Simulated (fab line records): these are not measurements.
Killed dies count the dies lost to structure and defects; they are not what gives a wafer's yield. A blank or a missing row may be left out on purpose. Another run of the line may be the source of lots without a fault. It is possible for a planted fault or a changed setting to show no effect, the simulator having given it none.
The same fault as seen by 2 desks || flow n5Finfet || numbers are kept per desk, each desk with only its own; the story behind them comes last

THE METROLOGY DESK
Lot by lot, what the gauges showed, no matter which tool ran the lot: averages of those sampled wafers that carry a number. Marked OUT: a lot whose mean sits more than 4 standard deviations from the usual mean, which makes it out of limits; the brackets give that distance.
Columns: A = cdNm at N5_BEOL_M15_CD_MEAS_28, usual 406.8 nm
{"lot": "L396", "first seen here": "day 11 04:19", "A": 408.5}
{"lot": "L398", "first seen here": "day 11 21:35", "A": 407.4}
{"lot": "L399", "first seen here": "day 12 02:44", "A": 404.0}
{"lot": "L400", "first seen here": "day 12 03:07", "A": 411.0}
{"lot": "L401", "first seen here": "day 12 05:32", "A": 405.7}
{"lot": "L408", "first seen here": "day 14 10:23", "A": 406.3}
{"lot": "L409", "first seen here": "day 14 22:40", "A": 407.7}
{"lot": "L411", "first seen here": "day 15 23:02", "A": 402.1}
{"lot": "L416", "first seen here": "day 17 03:44", "A": 404.1}
{"lot": "L414", "first seen here": "day 17 05:00", "A": 406.3}
{"lot": "L418", "first seen here": "day 17 16:58", "A": 408.1}
This desk's verdict: no lot among the 11 shows anything out of limits.

TOOL OWNER'S DESK, rieDiel-06
The tool's own readings at N5_HKMG_FIN_ETCH_86 (etches SOC in N2/H2, stops on TiN, target depth 393.2 nm): means of the sampled wafers that have a number, for each lot that ran on this tool. Marked OUT: a lot whose mean sits more than 4 standard deviations from the usual mean, which makes it out of limits; the brackets give that distance.
Columns: A = drypumpMotorCurrentA at N5_HKMG_FIN_ETCH_86, usual 5.8 A; B = oesProductAu at N5_HKMG_FIN_ETCH_86, usual 0.76 a.u.; C = rfVppV at N5_HKMG_FIN_ETCH_86, usual 240.1 V; D = showerheadPlenumPTorr at N5_HKMG_FIN_ETCH_86, usual 2.50 Torr; E = throttleValvePct at N5_HKMG_FIN_ETCH_86, usual 17.79 %
{"lot": "L396", "first seen here": "day 4 06:15", "A": 6.2, "B": 0.86, "C": 240.1, "D": 2.48, "E": 17.79}
{"lot": "L398", "first seen here": "day 4 15:29", "A": 6.2, "B": 0.79, "C": 240.1, "D": 2.48, "E": 17.91}
{"lot": "L408", "first seen here": "day 7 05:10", "A": 6.2, "B": 0.76, "C": 240.1, "D": 2.47, "E": 17.95}
{"lot": "L409", "first seen here": "day 7 10:06", "A": 6.0, "B": 0.76, "C": 240.4, "D": 2.48, "E": 17.99}
{"lot": "L411", "first seen here": "day 8 01:23", "A": 6.0, "B": 0.75, "C": 239.9, "D": 2.48, "E": 18.00}
This desk's verdict: no lot among the 5 shows anything out of limits.

ALL TOGETHER
Metrology desk: nothing out of limits seen.
The tool owner's desk saw nothing out of limits.

WHAT THE SIMULATOR HAD PUT IN
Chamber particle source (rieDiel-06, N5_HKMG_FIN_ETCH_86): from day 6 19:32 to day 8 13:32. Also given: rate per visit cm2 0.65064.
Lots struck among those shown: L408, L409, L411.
